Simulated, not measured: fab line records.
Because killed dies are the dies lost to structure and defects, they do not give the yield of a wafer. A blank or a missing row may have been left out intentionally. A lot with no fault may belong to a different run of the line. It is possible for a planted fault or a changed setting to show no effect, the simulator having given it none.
fab line records	flow n5Finfet
record lots=6	wafers=18	lastDay=19
route steps=1938 shown DUMMY_GATE@236 BEOL_M4@1111
lots that met no fault: taken from a fault-free run of the same line
startH: the number of hours between the record's first day and the start of the first shown wafer of the lot	waitH: hours elapsed since this lot's preceding step	" same as the row above	L1.1+2: a row that stands for several wafers	- no value present, or no start provided	* or withheld: withheld	< > ~ a bound
route shown NAME@n: a module of which the file shows steps, and the number in the route of the first	usual: the fault-free wafers' mean and standard deviation	same: alike in all rows	chamber/n: place in a boat	sites: each site's reading	_std_site: the values' standard deviation	_edge_site: outer sites' mean less inner sites'	radiusMm: for every site, how far away it sits from the centre of the wafer	mask NAME#n: copy n	behind: the last tool/chamber to shape the wafer	hold: the reason the lot was held/the length of the hold in hours/how it ended	device: the transistor (n, p or np) that didn't switch	end of line: the same wafers' tests at the end of the route	where a step has no rows: the recipe by itself	killed: dies that structure and defects cost at the first sort, which is not the same as the wafer's yield	map: shows each die of a wafer: x if killed, . if not, _ if none is there
set.NAME: the setting that was run; set.NAME@STEP: the one run at that earlier step	model.NAME: the simulator's own value behind a step, which no gauge read
a table for each step, a row for each wafer; lots at some steps of the route
services: when a tool's chamber went out of use (startH, in hours from the record's first day, below 0 if earlier), for how many hours, and the reason
## steps
# step N5_DUMMY_GATE_ETCH_36
# recipe chemistry=CF4	target=SiARC	targetDepthA=130	pressureMtorr=40	sourceW=545	biasW=36	Ar_flow_sccm=100	cf4FlowSccm=100	ionEnergyEv=80
# step N5_DUMMY_GATE_ETCH_37
# recipe chemistry=N2/H2	target=SOC	targetDepthA=600	overetchA=300	tempC=40	ionEnergyEv=200	pressureMtorr=30	sourceW=840	biasW=150	n2FlowSccm=200	h2FlowSccm=200
# step N5_DUMMY_GATE_STRIP_38
# recipe chemistry=N2/H2	tempC=40	n2FlowSccm=200	h2FlowSccm=200	rfFrequencyHz=6e+07
# step N5_DUMMY_GATE_STRIP_39
# recipe chemistry=N2/H2	tempC=40	n2FlowSccm=200	h2FlowSccm=200	rfFrequencyHz=6e+07
# step N5_DUMMY_GATE_TRIM_49
# recipe chemistry=O2	resist=SOC	timeS=29	targetCdNm=14	sourcePowerW=300	biasPowerW=0	O2_flow_sccm=100	tempC=20
# usual chamberPressureMTorr=60.00/0.053	drypumpMotorCurrentA=5.6/0.41	oesProductAu=1.010/0.017	throttleValvePct=8.22/0.11
# same timeS=29
lot.wafer	tool	chamber	startH	waitH	chamberPressureMTorr	drypumpMotorCurrentA	oesProductAu	rfHoursCounterH	throttleValvePct
L281.1	rieSi-02	0	60.55	0.0	60.04	6.3	0.996	39	8.28
L281.3	"	2	"	"	60.01	5.8	1.026	45	8.07
L281.6	"	3	"	"	60.05	5.5	1.025	-	8.37
L285.2	rieSi-02	2	81.96	0.0	60.01	5.8	1.021	46	8.06
L285.5	"	0	"	"	60.01	6.4	1.002	-	8.30
L285.6	"	2	"	"	60.04	5.8	1.026	-	8.07
L292.1	rieSi-02	3	125.48	0.0	60.03	5.5	1.032	1	8.12
L292.2	"	0	"	"	60.06	6.3	0.995	40	8.27
L292.4	"	2	"	"	59.98	5.8	1.030	47	8.05
L300.3	rieSi-04	2	173.38	0.0	60.00	5.6	1.012	81	8.22
L300.4	"	1	"	"	59.99	5.1	1.009	140	8.44
L300.6	"	2	"	"	59.97	5.6	1.013	-	8.22
L302.1	rieSi-05	3	184.05	0.0	59.89	5.3	1.018	106	8.30
L302.3	"	0	"	"	59.92	5.7	0.994	3	8.13
L302.4	"	2	"	"	59.96	5.4	1.011	17	8.21
L301.2	rieSi-04	2	187.15	0.0	59.96	5.6	0.999	81	8.22
L301.3	"	1	"	"	60.05	5.1	1.006	141	8.46
L301.4	"	3	"	"	60.05	5.4	0.983	58	8.38
# step N5_DUMMY_GATE_STRIP_40
# recipe chemistry=CF4	resist=SiARC	powerW=300	biasPowerW=75	pressureMtorr=50	cf4FlowSccm=150	rfFrequencyHz=6e+07
# step N5_DUMMY_GATE_CD_MEAS_50
# recipe targetCdNm=14
# usual cdNm=14.02/0.29
lot.wafer	tool	chamber	startH	waitH	cdNm
L281.1	cdSem-03	-	60.70	0.0	13.75
L281.3	"	-	"	"	14.43
L281.6	"	-	"	"	13.55
L285.2	cdSem-03	-	82.11	0.0	13.86
L285.5	"	-	"	"	14.09
L285.6	"	-	"	"	13.96
L292.1	cdSem-01	-	125.63	0.0	14.18
L292.2	"	-	"	"	14.37
L292.4	"	-	"	"	14.07
L300.3	cdSem-01	-	173.54	0.0	13.60
L300.4	"	-	"	"	13.62
L300.6	"	-	"	"	13.86
L302.1	cdSem-01	-	184.20	0.0	14.35
L302.3	"	-	"	"	14.10
L302.4	"	-	"	"	13.94
L301.2	cdSem-02	-	187.32	0.0	13.56
L301.3	"	-	"	"	13.99
L301.4	"	-	"	"	14.25
# step N5_DUMMY_GATE_ETCH_31
# recipe chemistry=C4F6/O2	target=SiO2	maskMaterial=SOC	targetDepthA=825	timeS=27.5	ionEnergyEv=250	pressureMtorr=30	sourceW=345	biasW=185	Ar_flow_sccm=300	C4F6_flow_sccm=10	O2_flow_sccm=10
# usual chamberPressureMTorr=29.999/0.026	drypumpMotorCurrentA=5.9/0.42	oes_o_777_au=0.78/0.072	oesProductAu=0.78/0.069	rfVppV=667/4.5	showerheadPlenumPTorr=2.88/0.073	throttleValvePct=21.13/0.15
# same timeS=27.5
lot.wafer	tool	chamber	startH	waitH	chamberPressureMTorr	drypumpMotorCurrentA	oes_o_777_au	oesProductAu	rfHoursCounterH	rfVppV	showerheadPlenumPTorr	throttleValvePct
L281.1	rieDiel-03	0	60.76	0.1	29.978	6.4	0.77	0.77	162	665	2.83	21.07
L281.3	"	3	"	"	30.012	5.6	0.72	0.74	165	676	2.84	21.22
L281.6	"	0	"	"	29.984	6.4	0.77	0.77	-	665	2.83	21.11
L285.2	rieDiel-05	0	82.16	0.0	30.012	5.2	0.82	0.83	58	664	2.90	21.41
L285.5	"	2	"	"	30.005	5.7	0.74	0.75	-	672	2.94	21.32
L285.6	"	1	"	"	29.977	5.8	0.76	0.75	-	662	2.96	21.17
L292.1	rieDiel-04	2	125.68	0.0	29.965	6.6	0.74	0.74	188	666	2.83	21.05
L292.2	"	1	"	"	30.025	6.2	0.77	0.77	128	667	2.85	21.31
L292.4	"	0	"	"	29.978	5.4	0.88	0.87	45	671	3.00	20.90
L300.3	rieDiel-03	2	173.58	0.0	30.023	5.5	0.75	0.75	177	661	2.83	20.96
L300.4	"	1	"	"	29.976	6.0	0.89	0.88	34	664	2.78	20.96
L300.6	"	3	"	"	29.968	5.6	0.69	0.70	-	674	2.82	21.27
L302.1	rieDiel-05	1	184.25	0.0	29.991	5.9	0.74	0.73	168	661	2.95	21.19
L302.3	"	2	"	"	29.959	5.7	0.72	0.73	201	672	2.93	21.37
L302.4	"	0	"	"	30.045	5.2	0.80	0.80	87	666	2.88	21.46
L301.2	rieDiel-04	2	187.47	0.1	29.972	6.5	0.72	0.72	205	664	2.82	21.05
L301.3	"	3	"	"	30.065	6.4	0.70	0.71	177	658	2.84	21.13
L301.4	"	0	"	"	30.000	5.5	0.85	0.85	64	669	2.99	20.93
# step N5_DUMMY_GATE_STRIP_41
# recipe chemistry=O2	powerW=400	tempC=40	pressureMtorr=30	rfFrequencyHz=6e+07	biasPowerW=0	overashFraction=0.3	o2FlowSccm=225
# step N5_DUMMY_GATE_HM_OPEN_21
# recipe chemistry=CH3F/O2	target=SiNx	targetDepthA=1200	Ar_flow_sccm=150	CH3F_flow_sccm=30	O2_flow_sccm=23	timeS=171.4	pressureMtorr=30	sourceW=395	biasW=73	ionEnergyEv=120.7
# usual chamberPressureMTorr=30.003/0.027	drypumpMotorCurrentA=5.9/0.42	oes_o_777_au=0.78/0.068	oesProductAu=0.78/0.068	rfVppV=299.7/2.1	showerheadPlenumPTorr=2.04/0.055	throttleValvePct=16.43/0.15
# same timeS=171.4
lot.wafer	tool	chamber	startH	waitH	chamberPressureMTorr	drypumpMotorCurrentA	oes_o_777_au	oesProductAu	rfHoursCounterH	rfVppV	showerheadPlenumPTorr	throttleValvePct
L281.1	rieDiel-03	0	60.84	0.0	29.987	6.3	0.77	0.76	162	299.4	2.01	16.42
L281.3	"	3	"	"	29.964	5.6	0.73	0.73	165	304.1	2.01	16.52
L281.6	"	0	"	"	29.993	6.3	0.77	0.76	-	298.4	2.01	16.40
L285.2	rieDiel-05	0	82.41	0.0	30.045	5.2	0.83	0.83	58	298.3	2.05	16.61
L285.5	"	2	"	"	30.000	5.7	0.74	0.75	-	301.5	2.09	16.65
L285.6	"	1	"	"	29.975	5.8	0.76	0.76	-	299.3	2.11	16.49
L292.1	rieDiel-04	2	125.76	0.0	30.004	6.5	0.74	0.74	188	297.8	2.01	16.39
L292.2	"	1	"	"	29.962	6.2	0.76	0.77	128	300.6	2.02	16.61
L292.4	"	0	"	"	30.038	5.5	0.88	0.87	45	301.1	2.14	16.19
L300.3	rieDiel-03	2	173.67	0.0	30.012	5.5	0.75	0.75	177	298.3	2.01	16.32
L300.4	"	1	"	"	30.011	6.1	0.88	0.89	34	298.7	1.97	16.23
L300.6	"	3	"	"	30.006	5.6	0.70	0.71	-	303.8	2.00	16.61
L302.1	rieDiel-05	1	184.34	0.0	29.991	5.8	0.74	0.73	168	297.9	2.10	16.53
L302.3	"	2	"	"	30.013	5.7	0.72	0.72	201	302.2	2.08	16.69
L302.4	"	0	"	"	30.004	5.2	0.80	0.80	87	298.0	2.05	16.65
L301.2	rieDiel-04	2	187.56	0.0	29.958	6.5	0.72	0.72	205	298.8	2.00	16.41
L301.3	"	3	"	"	30.042	6.4	0.71	0.70	177	295.4	2.01	16.45
L301.4	"	0	"	"	29.990	5.4	0.85	0.84	64	301.2	2.13	16.23
# step N5_DUMMY_GATE_ETCH_32
# recipe chemistry=CF4	target=SiO2	targetDepthA=35	timeS=3.9	ionEnergyEv=350	pressureMtorr=10	icpW=800	biasW=400	cf4FlowSccm=80
# usual cf4FlowSccm=80.00/0.24	chamberPressureMTorr=10.002/0.014	drypumpMotorCurrentA=5.6/0.4	oesProductAu=1.007/0.021	throttleValvePct=21.94/0.12
# same timeS=3.9
lot.wafer	tool	chamber	startH	waitH	cf4FlowSccm	chamberPressureMTorr	drypumpMotorCurrentA	oesProductAu	rfHoursCounterH	throttleValvePct
L281.1	rieSi-04	2	61.00	0.1	79.80	10.004	5.6	1.016	80	21.86
L281.3	"	1	"	"	79.89	10.019	5.1	1.009	139	22.05
L281.6	"	0	"	"	80.05	10.002	5.6	1.037	-	21.83
L285.2	rieSi-04	0	82.57	0.1	80.13	10.008	5.6	1.026	7	21.86
L285.5	"	2	"	"	80.20	10.008	5.5	1.017	-	21.86
L285.6	"	1	"	"	80.02	10.000	5.2	1.028	-	22.04
L292.1	rieSi-04	0	125.92	0.1	79.72	9.986	5.6	1.027	7	21.85
L292.2	"	3	"	"	80.08	9.995	5.4	0.979	57	22.09
L292.4	"	1	"	"	80.25	10.012	5.1	1.013	140	22.05
L300.3	rieSi-05	3	173.83	0.1	80.18	10.009	5.3	1.024	106	21.98
L300.4	"	0	"	"	80.00	10.006	5.7	0.982	3	22.02
L300.6	"	3	"	"	80.35	10.011	5.3	1.022	-	21.99
L302.1	rieSi-04	0	184.50	0.1	80.38	10.010	5.6	1.035	8	21.87
L302.3	"	3	"	"	79.67	10.001	5.4	0.974	58	22.12
L302.4	"	2	"	"	80.00	10.000	5.6	1.016	81	21.85
L301.2	rieSi-05	2	187.72	0.1	80.25	9.992	5.4	1.010	17	21.95
L301.3	"	1	"	"	80.52	10.022	6.6	0.995	71	21.69
L301.4	"	0	"	"	79.68	10.002	5.7	0.978	3	22.01
# step N5_DUMMY_GATE_ETCH_23
# recipe chemistry=HBr/Cl2/O2	HBr_flow_sccm=150	Cl2_flow_sccm=80	O2_flow_sccm=12	biasW=102	targetDepthA=410	timeS=22.3	target=poly-Si	maskMaterial=SiO2	pressureMtorr=10	icpW=800
# usual chamberPressureMTorr=10.000/0.0081	drypumpMotorCurrentA=5.6/0.41	mfcCl2Sccm=80.01/0.26	oes_o_777_au=1.00/0.031	oesProductAu=1.008/0.02	throttleValvePct=37.42/0.17
# same timeS=22.3
lot.wafer	tool	chamber	startH	waitH	chamberPressureMTorr	drypumpMotorCurrentA	mfcCl2Sccm	oes_o_777_au	oesProductAu	rfHoursCounterH	throttleValvePct
L281.1	rieSi-04	2	61.04	0.0	9.989	5.5	79.97	1.04	1.011	80	37.22
L281.3	"	1	"	"	10.016	5.1	80.03	1.02	1.005	139	37.67
L281.6	"	0	"	"	9.993	5.6	79.93	1.01	1.045	-	37.31
L285.2	rieSi-04	0	82.60	0.0	9.995	5.6	79.64	1.02	1.038	7	37.31
L285.5	"	2	"	"	9.999	5.6	79.96	1.04	1.012	-	37.22
L285.6	"	1	"	"	10.003	5.1	79.84	1.03	1.001	-	37.66
L292.1	rieSi-04	0	125.96	0.0	10.000	5.6	79.66	1.01	1.030	7	37.32
L292.2	"	3	"	"	10.007	5.4	79.89	0.96	0.982	57	37.51
L292.4	"	1	"	"	9.997	5.1	79.65	1.02	1.004	140	37.66
L300.3	rieSi-05	3	173.86	0.0	9.997	5.3	80.02	1.03	1.031	106	37.43
L300.4	"	0	"	"	10.005	5.8	80.08	0.98	0.971	3	37.52
L300.6	"	3	"	"	9.994	5.3	80.06	1.03	1.030	-	37.43
L302.1	rieSi-04	0	184.53	0.0	9.994	5.6	79.32	1.01	1.025	8	37.31
L302.3	"	3	"	"	10.003	5.4	79.61	0.97	0.982	58	37.50
L302.4	"	2	"	"	9.989	5.6	80.38	1.04	1.006	81	37.23
L301.2	rieSi-05	2	187.75	0.0	9.992	5.4	79.26	1.01	1.017	17	37.61
L301.3	"	1	"	"	9.999	6.6	80.04	0.97	1.009	71	37.27
L301.4	"	0	"	"	10.006	5.7	80.14	0.98	0.989	3	37.50
# step N5_DUMMY_GATE_ETCH_44
# recipe chemistry=HBr/O2	overEtchFrac=0.7	targetDepthA=1275	stopOn=SiO2	ionEnergyEv=60	biasW=20	target=poly-Si	maskMaterial=SiO2	pressureMtorr=20	icpW=400	HBr_flow_sccm=120	O2_flow_sccm=10
# usual chamberPressureMTorr=20.000/0.016	drypumpMotorCurrentA=5.6/0.41	oesProductAu=0.734/0.014	overEtchFrac=0.7/0	throttleValvePct=18.65/0.14
lot.wafer	tool	chamber	startH	waitH	chamberPressureMTorr	drypumpMotorCurrentA	oesProductAu	overEtchFrac	rfHoursCounterH	throttleValvePct	model.SiO2_of_DUMMY_GATE_ALD_02.thkNm
L281.1	rieSi-04	2	61.09	0.0	20.019	5.6	0.730	0.7	80	18.51	2
L281.3	"	1	"	"	20.008	5.1	0.749	0.7	139	18.88	2
L281.6	"	0	"	"	19.977	5.6	0.756	0.7	-	18.56	2
L285.2	rieSi-04	0	82.66	0.0	20.007	5.6	0.682	1.0924	7	18.57	1.6
L285.5	"	2	"	"	19.994	5.6	0.668	1.0924	-	18.50	1.6
L285.6	"	1	"	"	20.027	5.1	0.680	1.0924	-	18.86	1.6
L292.1	rieSi-04	0	126.01	0.0	20.006	5.6	0.689	1.0924	7	18.58	1.6
L292.2	"	3	"	"	20.016	5.4	0.651	1.0924	57	18.85	1.6
L292.4	"	1	"	"	20.004	5.1	0.672	1.0924	140	18.87	1.4
L300.3	rieSi-05	3	173.92	0.0	20.009	5.3	0.741	0.7	106	18.71	2
L300.4	"	0	"	"	20.014	5.7	0.718	0.7	3	18.64	2
L300.6	"	3	"	"	19.999	5.3	0.741	0.7	-	18.72	2
L302.1	rieSi-04	0	184.59	0.0	19.973	5.5	0.746	0.7	8	18.56	2
L302.3	"	3	"	"	20.010	5.4	0.730	0.7	58	18.86	2
L302.4	"	2	"	"	19.983	5.6	0.727	0.7	81	18.50	2
L301.2	rieSi-05	2	187.81	0.0	19.988	5.4	0.739	0.7	17	18.61	2
L301.3	"	1	"	"	19.984	6.6	0.736	0.7	71	18.46	2
L301.4	"	0	"	"	20.003	5.7	0.719	0.7	3	18.64	2
# step N5_DUMMY_GATE_CD_MEAS_24
# recipe targetCdNm=15
# usual cdNm=15.1/0.31
lot.wafer	tool	chamber	startH	waitH	cdNm
L281.1	cdSem-02	-	61.20	0.1	14.9
L281.3	"	-	"	"	15.1
L281.6	"	-	"	"	15.0
L285.2	cdSem-03	-	82.77	0.1	14.8
L285.5	"	-	"	"	15.1
L285.6	"	-	"	"	14.6
L292.1	cdSem-02	-	126.12	0.1	15.4
L292.2	"	-	"	"	15.5
L292.4	"	-	"	"	14.9
L300.3	cdSem-03	-	174.03	0.1	14.9
L300.4	"	-	"	"	14.7
L300.6	"	-	"	"	14.4
L302.1	cdSem-02	-	184.70	0.1	15.2
L302.3	"	-	"	"	15.5
L302.4	"	-	"	"	15.7
L301.2	cdSem-01	-	187.92	0.1	14.9
L301.3	"	-	"	"	15.2
L301.4	"	-	"	"	15.0
# step N5_BEOL_M4_RC_MEAS_101
# usual DIBL_N=36.1/1.3	DIBL_P=36.1/1.7	IOFF_N=0.154/0.022	IOFF_P=0.201/0.024	ION_N=675/8.9	ION_P=462/5.9	SS_N=71.5/0.49	SS_P=73.3/0.58	VT_N=250.0/2.7	VT_P=-251.3/2.7
lot.wafer	tool	chamber	startH	waitH	DIBL_N[mV/V]	DIBL_P[mV/V]	IOFF_N[nA/um]	IOFF_P[nA/um]	ION_N[uA/um]	ION_P[uA/um]	SS_N[mV/dec]	SS_P[mV/dec]	VT_N[mV]	VT_P[mV]
L281.1	prober-01	0	170.42	0.0	36.1	36.9	0.149	0.171	676	454	72.0	73.6	247.8	-256.8
L281.3	"	0	"	"	37.2	37.3	0.167	0.182	674	451	72.5	73.9	250.6	-255.5
L281.6	"	0	"	"	37.5	37.9	0.170	0.193	677	451	71.6	74.0	251.1	-255.5
L285.2	prober-01	0	199.62	0.2	36.5	37.6	0.158	0.221	671	463	71.5	73.3	250.3	-247.7
L285.5	"	0	"	"	35.5	36.8	0.151	0.201	680	465	70.7	72.8	250.6	-249.5
L285.6	"	0	"	"	36.6	36.6	0.149	0.196	671	464	71.3	72.7	251.8	-249.1
L292.1	prober-01	0	256.29	0.0	35.2	35.2	0.159	0.190	680	456	71.4	73.0	247.8	-253.5
L292.2	"	0	"	"	33.2	32.8	0.120	0.161	669	460	70.3	72.3	255.3	-255.7
L292.4	"	0	"	"	35.1	34.7	0.147	0.180	673	456	71.5	73.2	250.2	-252.5
L300.3	prober-01	0	294.16	0.3	37.5	38.4	0.182	0.222	683	464	71.7	73.4	245.1	-250.1
L300.4	"	0	"	"	37.0	37.5	0.181	0.205	684	460	71.7	72.8	247.8	-250.5
L300.6	"	0	"	"	37.1	37.4	0.180	0.210	685	463	71.2	73.5	246.4	-249.2
L301.2	prober-02	0	319.63	0.2	36.8	37.9	0.169	0.246	676	468	71.5	73.4	249.1	-245.1
L301.3	"	0	"	"	36.7	37.0	0.156	0.218	673	466	72.0	73.1	247.2	-247.4
L301.4	"	0	"	"	37.7	38.4	0.179	0.248	690	475	71.6	74.0	244.3	-248.4
L302.1	prober-01	0	322.46	0.0	34.4	34.5	0.120	0.148	673	461	71.5	72.9	253.3	-257.6
L302.3	"	0	"	"	37.1	37.9	0.162	0.182	677	459	71.4	73.9	248.8	-253.7
L302.4	"	0	"	"	35.9	36.7	0.149	0.175	671	456	72.4	73.4	249.1	-255.6
## services
tool	chamber	startH	hours	kind
rieSi-02	2	37.85	13.4	repair
rieSi-05	3	42.88	5.7	repair
rieDiel-03	1	60.76	-	clean
rieDiel-03	1	60.76	-	consumableReplace:focusRing
rieDiel-03	1	60.76	13.9	scheduledDown
rieDiel-03	1	60.76	13.9	ventCycle
rieSi-02	3	61.05	-	clean
rieSi-02	3	61.05	30.1	scheduledDown
rieSi-02	3	61.05	30.1	ventCycle
rieSi-04	2	78.74	1.4	repair
rieDiel-03	2	79.31	3.5	repair
rieDiel-03	-	87.04	0.8	repair
rieSi-02	2	89.45	3.8	repair
rieDiel-04	3	95.97	9.2	repair
rieDiel-03	2	97.05	64.8	repair
rieSi-04	-	108.13	15.6	pm
rieSi-05	2	114.82	13.6	repair
rieSi-05	0	132.67	14.3	repair
rieDiel-05	-	140.08	0.4	repair
rieSi-05	1	141.10	22.8	repair
rieSi-02	2	152.67	12.2	repair
rieSi-04	3	156.12	8.1	repair
## key
firstSign step=N5_DUMMY_GATE_ETCH_44	reading=overEtchFrac	direction=up	sigmas=99+	usual=0.7	struck=1.0924
effect step=N5_DUMMY_GATE_ETCH_44	reading=oesProductAu	direction=down	sigmas=4.4	usual=0.734	struck=0.673
modelEffect step=N5_DUMMY_GATE_ETCH_44	value=SiO2_of_DUMMY_GATE_ALD_02.thkNm	without=2	struck=1.567
metAt N5_DUMMY_GATE_ETCH_44
struckWafers L285.2,L285.5,L285.6,L292.1,L292.2,L292.4
onsetBetween 61.09 82.66
fault kind=processParameterDrift	tool=rieSi-04	chamber=-	onsetH=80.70	steps=N5_DUMMY_GATE_ETCH_44	channel=overEtchFrac	offset=0.39239	shape=step	endH=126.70	actsIn=theseRecipesOnly	stated=0.7
